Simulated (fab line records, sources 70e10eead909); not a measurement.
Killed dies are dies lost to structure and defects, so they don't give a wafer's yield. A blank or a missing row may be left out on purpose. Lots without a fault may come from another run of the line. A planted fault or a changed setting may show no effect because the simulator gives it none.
Chamber matching | flow nand_harc | NHARC_P_M2_DEP_33 on pecvd-02: 3 sister chambers
The step deposits SiCN, target thk 30 nm. 6 wafers are shown with their chamber, then 11 later ones without.

WAFERS WITH THEIR CHAMBER
wafer  | chamber | heater_power_w (W)
L091.3 | 2       | 508
L091.5 | 1       | 501
L092.1 | 0       | 658
L092.2 | 2       | 575
L092.3 | 1       | 492
L092.4 | 0       | 670

WAFERS WITHOUT THEIR CHAMBER
wafer  | heater_power_w (W)
L092.5 | 578
L092.6 | 481
L093.1 | 631
L093.3 | 508
L093.5 | 524
L095.2 | 552
L095.4 | 536
L095.5 | 533
L097.2 | 491
L097.3 | 498
L097.4 | 480

WHICH CHAMBER EACH WENT THROUGH
wafer  | from the rows above          | in truth
L092.5 | can't be placed: 2 or 1 or 0 | 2
L092.6 | can't be placed: 1 or 2      | 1
L093.1 | 0                            | 0
L093.3 | can't be placed: 1 or 2      | 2
L093.5 | can't be placed: 2 or 1      | 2
L095.2 | can't be placed: 2 or 1      | 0
L095.4 | can't be placed: 2 or 1      | 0
L095.5 | can't be placed: 2 or 1      | 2
L097.2 | can't be placed: 1 or 2      | 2
L097.3 | can't be placed: 1 or 2      | 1
L097.4 | can't be placed: 1 or 2      | 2
Placed correctly: 1 of 11. Can't be placed from these rows: 10 (the true chamber is among the candidates in 8). Placed wrongly: 0.
How it was worked out, from the rows above alone: a wafer's distance from a chamber is the root of the sum, over the readings, of the square of ((its reading less the chamber's mean) divided by the reading's scatter). The wafer belongs to the nearest chamber; if the next one is less than 2 further off, it can't be placed. A chamber's mean is the mean of its shown wafers. The scatter: the root of (the sum of the squares of (reading less its chamber's mean) over the shown wafers, divided by (wafers less chambers)).
